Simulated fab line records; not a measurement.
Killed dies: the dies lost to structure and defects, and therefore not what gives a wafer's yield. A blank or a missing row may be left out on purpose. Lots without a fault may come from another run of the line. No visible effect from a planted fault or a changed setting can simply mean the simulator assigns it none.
Split-lot study || flow n5_finfet || on a route of 1938 steps: 7 lots, 39 wafers read

ON THE SPLIT
At N5_DUMMY_GATE_ETCH_31 (etches SiO2 in C4F6/O2, target depth 82.5 nm, time 27.5 s), the setting target_depth_a was moved away from the recipe's 825 angstrom on 15 of the 39 wafers read, by -8.8% to +10.9%. For the rest of the wafers, this setting stayed at what the recipe calls for.

The split's own step is where the reading is taken.

THE READING
etch.depth_nm (the simulator's own value, which no gauge read), in nm, at N5_DUMMY_GATE_ETCH_31 (etches SiO2 in C4F6/O2, target depth 82.5 nm, time 27.5 s). The file gives no usual value for it. Here, 24 wafers ran the recipe; their average is 82.33 nm with a standard deviation of 1.7 nm.

{"wafer": "L078.1", "tool, chamber at the split": "rie_diel-03, 2", "target_depth_a as run, angstrom": 825, "against the recipe": "recipe", "etch.depth_nm, nm": 81.84, "against lot-mates on the recipe": "-"}
{"wafer": "L078.2", "tool, chamber at the split": "rie_diel-03, 1", "target_depth_a as run, angstrom": 825, "against the recipe": "recipe", "etch.depth_nm, nm": 79.83, "against lot-mates on the recipe": "-"}
{"wafer": "L078.3", "tool, chamber at the split": "rie_diel-03, 3", "target_depth_a as run, angstrom": 752, "against the recipe": "-8.8%", "etch.depth_nm, nm": 75.55, "against lot-mates on the recipe": -4.57}
{"wafer": "L078.4", "tool, chamber at the split": "rie_diel-03, 0", "target_depth_a as run, angstrom": 752, "against the recipe": "-8.8%", "etch.depth_nm, nm": 74.73, "against lot-mates on the recipe": -5.39}
{"wafer": "L078.5", "tool, chamber at the split": "rie_diel-03, 2", "target_depth_a as run, angstrom": 752, "against the recipe": "-8.8%", "etch.depth_nm, nm": 74.74, "against lot-mates on the recipe": -5.38}
{"wafer": "L078.6", "tool, chamber at the split": "rie_diel-03, 1", "target_depth_a as run, angstrom": 825, "against the recipe": "recipe", "etch.depth_nm, nm": 78.69, "against lot-mates on the recipe": "-"}
{"wafer": "L081.2", "tool, chamber at the split": "rie_diel-06, 2", "target_depth_a as run, angstrom": 825, "against the recipe": "recipe", "etch.depth_nm, nm": 84.87, "against lot-mates on the recipe": "-"}
{"wafer": "L081.5", "tool, chamber at the split": "rie_diel-06, 1", "target_depth_a as run, angstrom": 825, "against the recipe": "recipe", "etch.depth_nm, nm": 80.48, "against lot-mates on the recipe": "-"}
{"wafer": "L081.6", "tool, chamber at the split": "rie_diel-06, 2", "target_depth_a as run, angstrom": 825, "against the recipe": "recipe", "etch.depth_nm, nm": 83.98, "against lot-mates on the recipe": "-"}
{"wafer": "L089.1", "tool, chamber at the split": "rie_diel-06, 1", "target_depth_a as run, angstrom": 756.6, "against the recipe": "-8.3%", "etch.depth_nm, nm": 74.73, "against lot-mates on the recipe": -9.15}
{"wafer": "L089.2", "tool, chamber at the split": "rie_diel-06, 3", "target_depth_a as run, angstrom": 825, "against the recipe": "recipe", "etch.depth_nm, nm": 83.49, "against lot-mates on the recipe": "-"}
{"wafer": "L089.3", "tool, chamber at the split": "rie_diel-06, 0", "target_depth_a as run, angstrom": 756.6, "against the recipe": "-8.3%", "etch.depth_nm, nm": 73.9, "against lot-mates on the recipe": -9.98}
{"wafer": "L089.4", "tool, chamber at the split": "rie_diel-06, 2", "target_depth_a as run, angstrom": 825, "against the recipe": "recipe", "etch.depth_nm, nm": 83.76, "against lot-mates on the recipe": "-"}
{"wafer": "L089.5", "tool, chamber at the split": "rie_diel-06, 2", "target_depth_a as run, angstrom": 825, "against the recipe": "recipe", "etch.depth_nm, nm": 84.39, "against lot-mates on the recipe": "-"}
{"wafer": "L089.6", "tool, chamber at the split": "rie_diel-06, 1", "target_depth_a as run, angstrom": 756.6, "against the recipe": "-8.3%", "etch.depth_nm, nm": 74.69, "against lot-mates on the recipe": -9.19}
{"wafer": "L090.1", "tool, chamber at the split": "rie_diel-03, 2", "target_depth_a as run, angstrom": 914.9, "against the recipe": "+10.9%", "etch.depth_nm, nm": 89.94, "against lot-mates on the recipe": "+7.87"}
{"wafer": "L090.2", "tool, chamber at the split": "rie_diel-03, 3", "target_depth_a as run, angstrom": 914.9, "against the recipe": "+10.9%", "etch.depth_nm, nm": 92.56, "against lot-mates on the recipe": "+10.49"}
{"wafer": "L090.3", "tool, chamber at the split": "rie_diel-03, 1", "target_depth_a as run, angstrom": 825, "against the recipe": "recipe", "etch.depth_nm, nm": 82.27, "against lot-mates on the recipe": "-"}
{"wafer": "L090.4", "tool, chamber at the split": "rie_diel-03, 0", "target_depth_a as run, angstrom": 825, "against the recipe": "recipe", "etch.depth_nm, nm": 82.7, "against lot-mates on the recipe": "-"}
{"wafer": "L090.5", "tool, chamber at the split": "rie_diel-03, 2", "target_depth_a as run, angstrom": 825, "against the recipe": "recipe", "etch.depth_nm, nm": 81.23, "against lot-mates on the recipe": "-"}
{"wafer": "L090.6", "tool, chamber at the split": "rie_diel-03, 1", "target_depth_a as run, angstrom": 914.9, "against the recipe": "+10.9%", "etch.depth_nm, nm": 91.66, "against lot-mates on the recipe": "+9.59"}
{"wafer": "L093.1", "tool, chamber at the split": "rie_diel-06, 2", "target_depth_a as run, angstrom": 825, "against the recipe": "recipe", "etch.depth_nm, nm": 83.62, "against lot-mates on the recipe": "-"}
{"wafer": "L093.2", "tool, chamber at the split": "rie_diel-06, 1", "target_depth_a as run, angstrom": 825, "against the recipe": "recipe", "etch.depth_nm, nm": 80.56, "against lot-mates on the recipe": "-"}
{"wafer": "L093.3", "tool, chamber at the split": "rie_diel-06, 3", "target_depth_a as run, angstrom": 825, "against the recipe": "recipe", "etch.depth_nm, nm": 82.82, "against lot-mates on the recipe": "-"}
{"wafer": "L093.4", "tool, chamber at the split": "rie_diel-06, 1", "target_depth_a as run, angstrom": 825, "against the recipe": "recipe", "etch.depth_nm, nm": 79.9, "against lot-mates on the recipe": "-"}
{"wafer": "L093.5", "tool, chamber at the split": "rie_diel-06, 2", "target_depth_a as run, angstrom": 825, "against the recipe": "recipe", "etch.depth_nm, nm": 83.42, "against lot-mates on the recipe": "-"}
{"wafer": "L093.6", "tool, chamber at the split": "rie_diel-06, 3", "target_depth_a as run, angstrom": 825, "against the recipe": "recipe", "etch.depth_nm, nm": 82.91, "against lot-mates on the recipe": "-"}
{"wafer": "L092.1", "tool, chamber at the split": "rie_diel-01, 0", "target_depth_a as run, angstrom": 865.3, "against the recipe": "+4.9%", "etch.depth_nm, nm": 87.94, "against lot-mates on the recipe": "+5.14"}
{"wafer": "L092.2", "tool, chamber at the split": "rie_diel-01, 1", "target_depth_a as run, angstrom": 865.3, "against the recipe": "+4.9%", "etch.depth_nm, nm": 84.67, "against lot-mates on the recipe": "+1.87"}
{"wafer": "L092.3", "tool, chamber at the split": "rie_diel-01, 3", "target_depth_a as run, angstrom": 825, "against the recipe": "recipe", "etch.depth_nm, nm": 79.77, "against lot-mates on the recipe": "-"}
{"wafer": "L092.4", "tool, chamber at the split": "rie_diel-01, 2", "target_depth_a as run, angstrom": 825, "against the recipe": "recipe", "etch.depth_nm, nm": 84.54, "against lot-mates on the recipe": "-"}
{"wafer": "L092.5", "tool, chamber at the split": "rie_diel-01, 1", "target_depth_a as run, angstrom": 865.3, "against the recipe": "+4.9%", "etch.depth_nm, nm": 85.2, "against lot-mates on the recipe": "+2.40"}
{"wafer": "L092.6", "tool, chamber at the split": "rie_diel-01, 0", "target_depth_a as run, angstrom": 825, "against the recipe": "recipe", "etch.depth_nm, nm": 84.09, "against lot-mates on the recipe": "-"}
{"wafer": "L095.1", "tool, chamber at the split": "rie_diel-03, 1", "target_depth_a as run, angstrom": 825, "against the recipe": "recipe", "etch.depth_nm, nm": 82.31, "against lot-mates on the recipe": "-"}
{"wafer": "L095.2", "tool, chamber at the split": "rie_diel-03, 2", "target_depth_a as run, angstrom": 825, "against the recipe": "recipe", "etch.depth_nm, nm": 81.71, "against lot-mates on the recipe": "-"}
{"wafer": "L095.3", "tool, chamber at the split": "rie_diel-03, 3", "target_depth_a as run, angstrom": 865.2, "against the recipe": "+4.9%", "etch.depth_nm, nm": 87.1, "against lot-mates on the recipe": "+4.84"}
{"wafer": "L095.4", "tool, chamber at the split": "rie_diel-03, 0", "target_depth_a as run, angstrom": 865.2, "against the recipe": "+4.9%", "etch.depth_nm, nm": 85.75, "against lot-mates on the recipe": "+3.49"}
{"wafer": "L095.5", "tool, chamber at the split": "rie_diel-03, 0", "target_depth_a as run, angstrom": 865.2, "against the recipe": "+4.9%", "etch.depth_nm, nm": 84.13, "against lot-mates on the recipe": "+1.87"}
{"wafer": "L095.6", "tool, chamber at the split": "rie_diel-03, 1", "target_depth_a as run, angstrom": 825, "against the recipe": "recipe", "etch.depth_nm, nm": 82.75, "against lot-mates on the recipe": "-"}

THE FIT
A straight line over all 39 wafers: etch.depth_nm changes by +0.84 nm for each +1% of target_depth_a; r = +0.94; the points scatter about the line by 1.5 nm.
The same after taking each lot's own level away (the mean of its wafers on the recipe; 39 wafers): +0.821 nm for each +1%; r = +0.93; scatter 1.6 nm.
On that fit, the largest move of target_depth_a shifts the reading by 9 nm.
The lots' own levels span 80.120 to 83.880 nm, that is 2.2 times the standard deviation above.
Consequently the slope shifts little with the lot-to-lot level, the two slopes agreeing.
Check: with one of the wafers moved furthest among these (+10.9%) left out of the fit, the line predicts +8.99 nm for it against its lot-mates. Against them it came out at +7.87 nm.

THESE WAFERS: OTHER SPLITS
These wafers also went through other splits before the reading. Each is held against what the fit with the lots' levels taken away leaves over:
{"other split on the same wafers": "N5_WELL_APT_IMPLANT_31 energy_kev", "wafers away from the commonest value": 18, "r with etch.depth_nm (lot level and that fit taken away)": -0.03}
{"other split on the same wafers": "N5_DUMMY_GATE_ETCH_37 source_w", "wafers away from the commonest value": 12, "r with etch.depth_nm (lot level and that fit taken away)": -0.10}

FILE'S OWN FIT
etch.depth_nm changes by +0.82 nm for each +1% of target_depth_a, r = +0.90.
